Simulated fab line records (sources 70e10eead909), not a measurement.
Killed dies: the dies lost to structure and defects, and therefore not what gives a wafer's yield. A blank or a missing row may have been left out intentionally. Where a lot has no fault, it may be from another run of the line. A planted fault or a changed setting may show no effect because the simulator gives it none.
Which tool is to blame? | flow nand harc | 42 wafers from 14 lots sampled at 6 of the route's 1159 steps

## WHAT THE GAUGES READ, wafer by wafer
NHARC_A_SOURCE_PLATE_THK_MEAS_09: measures by ellipsometry.
lot  | measured     | on            | thk nm (nm)
L642 | day 7 18:16  | film metro-01 | 8.9 9.8 9.4
L643 | day 7 18:16  | film metro-02 | 8.9 10.4 8.6
L644 | day 8 03:04  | film metro-01 | 9.1 9.0 10.7
L647 | day 8 17:04  | film metro-01 | 9.7 8.9 9.9
L646 | day 8 17:04  | film metro-02 | 8.6 9.4 9.3
L648 | day 9 03:37  | film metro-02 | 8.9 9.0 8.0
L649 | day 9 09:51  | film metro-01 | 10.0 10.6 9.0
L650 | day 9 15:26  | film metro-02 | 9.6 9.7 10.6
L653 | day 10 20:51 | film metro-02 | 8.7 9.5 9.9
L652 | day 10 20:52 | film metro-02 | 8.9 9.8 10.6
L656 | day 11 05:55 | film metro-02 | 10.2 8.6 8.5
L659 | day 11 16:23 | film metro-02 | 10.2 11.5 9.7
L661 | day 12 08:07 | film metro-01 | 10.6 9.5 8.7
L663 | day 12 17:58 | film metro-02 | 9.1 9.6 9.5

NHARC_A_SOURCE_PLATE_THK_MEAS_06: measures by ellipsometry.
lot  | measured     | on            | thk nm (nm)
L642 | day 8 07:07  | film metro-01 | 200.0 199.3 198.7
L643 | day 8 07:07  | film metro-02 | 196.3 197.4 198.3
L644 | day 8 15:58  | film metro-02 | 198.6 198.0 199.3
L647 | day 9 06:09  | film metro-02 | 198.3 200.6 200.0
L646 | day 9 06:09  | film metro-01 | 198.2 196.3 198.8
L648 | day 9 19:01  | film metro-02 | 197.3 195.7 196.8
L649 | day 9 22:53  | film metro-01 | 198.8 198.2 196.2
L650 | day 10 04:40 | film metro-02 | 200.3 203.1 198.3
L653 | day 11 09:44 | film metro-02 | 198.4 200.6 198.1
L652 | day 11 09:44 | film metro-01 | 199.9 200.8 197.9
L656 | day 11 17:52 | film metro-01 | 202.6 202.3 201.8
L659 | day 12 05:16 | film metro-02 | 202.8 202.0 200.4
L661 | day 12 21:34 | film metro-01 | 201.9 201.4 199.1
L663 | day 13 07:01 | film metro-02 | 201.8 202.9 202.0

NHARC_A_ONON_D1_THK_MEAS_14: measures by ellipsometry.
lot  | measured     | on            | thk nm (nm)
L642 | day 8 10:01  | film metro-02 | 1007 1006 1006
L643 | day 8 10:03  | film metro-01 | 996 998 997
L644 | day 8 19:10  | film metro-02 | 998 996 998
L647 | day 9 09:04  | film metro-01 | 997 995 997
L646 | day 9 09:04  | film metro-02 | 990 988 988
L648 | day 9 21:59  | film metro-01 | 1008 1009 1008
L649 | day 10 01:47 | film metro-01 | 996 997 993
L650 | day 10 07:36 | film metro-02 | 999 998 1000
L653 | day 11 13:33 | film metro-01 | 996 997 996
L652 | day 11 13:24 | film metro-02 | 1013 1013 1014
L656 | day 11 21:29 | film metro-01 | 985 984 985
L659 | day 12 08:34 | film metro-01 | 1467 1464 1465
L661 | day 13 00:30 | film metro-02 | 1465 1463 1463
L663 | day 13 10:41 | film metro-02 | 1006 1003 1004

NHARC_END_SORT_01.
lot  | measured     | on        | killed at array | killed at other | killed at periphery | killed dies | killed open | killed short
L659 | day 24 22:21 | prober-01 | 672 675 676     | 0 1 1           | 5 1 0               | 677 677 677 | 4 2 2       | 2 0 2
L661 | day 25 07:47 | prober-01 | 672 672 672     | 0 3 0           | 5 2 5               | 677 677 677 | 3 1 5       | 1 2 1

## EACH LOT AND THE TOOL THAT RAN IT (in order: tool; ch and the chambers of the sampled wafers; start)
lot  | NHARC_A_ONON_D1_DEP_12           | NHARC_A_CHANNEL_HOLE_D1_DEP_01
L642 | pecvd onon-03 ch 0, day 8 09:30  | pecvd-03 ch 1,2, day 9 01:19
L643 | pecvd onon-02 ch 0, day 8 09:31  | pecvd-03 ch 0,1,2, day 9 00:10
L644 | pecvd onon-01 ch 0, day 8 18:46  | pecvd-03 ch 1,2, day 9 08:41
L647 | pecvd onon-03 ch 0, day 9 08:40  | pecvd-04 ch 0,1,2, day 9 23:19
L646 | pecvd onon-02 ch 0, day 9 08:37  | pecvd-03 ch 0,1, day 9 23:40
L648 | pecvd onon-03 ch 0, day 9 21:28  | pecvd-04 ch 0,1, day 10 10:23
L649 | pecvd onon-01 ch 0, day 10 01:16 | pecvd-03 ch 0,2, day 10 14:31
L650 | pecvd onon-03 ch 0, day 10 07:05 | pecvd-03 ch 0,2, day 10 19:39
L653 | pecvd onon-01 ch 0, day 11 13:02 | pecvd-04 ch 0,1,2, day 12 03:40
L652 | pecvd onon-02 ch 0, day 11 12:53 | pecvd-01 ch 0,2, day 12 03:31
L656 | pecvd onon-03 ch 0, day 11 20:59 | pecvd-03 ch 0,1, day 12 14:37
L659 | pecvd onon-03 ch 0, day 12 08:03 | -
L661 | pecvd onon-03 ch 0, day 13 00:06 | -
L663 | pecvd onon-01 ch 0, day 13 10:11 | pecvd-03 ch 0,2, day 14 00:34
- NHARC_A_ONON_D1_DEP_12: target thk 1000 nm.
- NHARC_A_CHANNEL_HOLE_D1_DEP_01: deposits SiON, target thk 140 nm.

## AS READ BY THE TOOLS THEMSELVES (means over the sampled wafers that have a number; for cases with no such wafer, the mark the record gives instead)
NHARC_A_ONON_D1_DEP_12.
lot  | tool          | n2 flow sccm (sccm)
L642 | pecvd onon-03 | 2753
L643 | pecvd onon-02 | 2765
L644 | pecvd onon-01 | 2757
L647 | pecvd onon-03 | 2756
L646 | pecvd onon-02 | 2747
L648 | pecvd onon-03 | 2737
L649 | pecvd onon-01 | 2752
L650 | pecvd onon-03 | 2753
L653 | pecvd onon-01 | 2751
L652 | pecvd onon-02 | 2758
L656 | pecvd onon-03 | 2757
L659 | pecvd onon-03 | 2746
L661 | pecvd onon-03 | 2741
L663 | pecvd onon-01 | 2750

NHARC_A_CHANNEL_HOLE_D1_DEP_01.
lot  | tool     | heater power w (W)
L642 | pecvd-03 | 849
L643 | pecvd-03 | 756
L644 | pecvd-03 | 739
L647 | pecvd-04 | 743
L646 | pecvd-03 | 656
L648 | pecvd-04 | 694
L649 | pecvd-03 | 668
L650 | pecvd-03 | 737
L653 | pecvd-04 | 729
L652 | pecvd-01 | 687
L656 | pecvd-03 | 774
L663 | pecvd-03 | 733

## THE ANSWER, worked out from the rows above alone
Rule: what is usual is taken from the lots themselves. The widest of any qualifying gaps counts: lots, ordered by their means at a reading, are off when they make up no more than a third of the lots, leave a main group of 4 or more, and stand apart from it by 3 or more times the standard deviation of that group's means. The tables above print the reading to a certain number of digits; a main group whose means all agree to those digits is not used. Also off: a lot with no number at a reading for which 4 or more lots have one. All remaining lots with rows at the step are treated as sound. After the gauges, taken in route order, come the tools' own readings; for these a lot's mean is taken, as printed above. At the first step where some lot is off, the reading lying furthest off is the one used; lots without a number count as furthest.
Off: L659, L661 (NHARC_A_ONON_D1_THK_MEAS_14, thk nm). The main group has a mean of 999 nm with a standard deviation of 7.8.
If a tool, at a process step before that reading, ran all the lots that are off and no sound lot after the first of them, it fits. The gauges at NHARC_A_ONON_D1_THK_MEAS_14 are tried like those tools. One fits: NHARC_A_ONON_D1_DEP_12 on pecvd onon-03. A fault onset in the window from L656 (day 11 20:59, its last sound lot) to L659 (day 12 08:03, its first lot off) fits.

## WHAT WAS PUT IN BY THE SIMULATOR
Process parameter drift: pecvd onon-03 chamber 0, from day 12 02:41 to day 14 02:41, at NHARC_A_ONON_D1_DEP_12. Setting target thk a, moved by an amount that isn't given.
Shown lots that were struck: L659, L661. Same finding as the rule above.
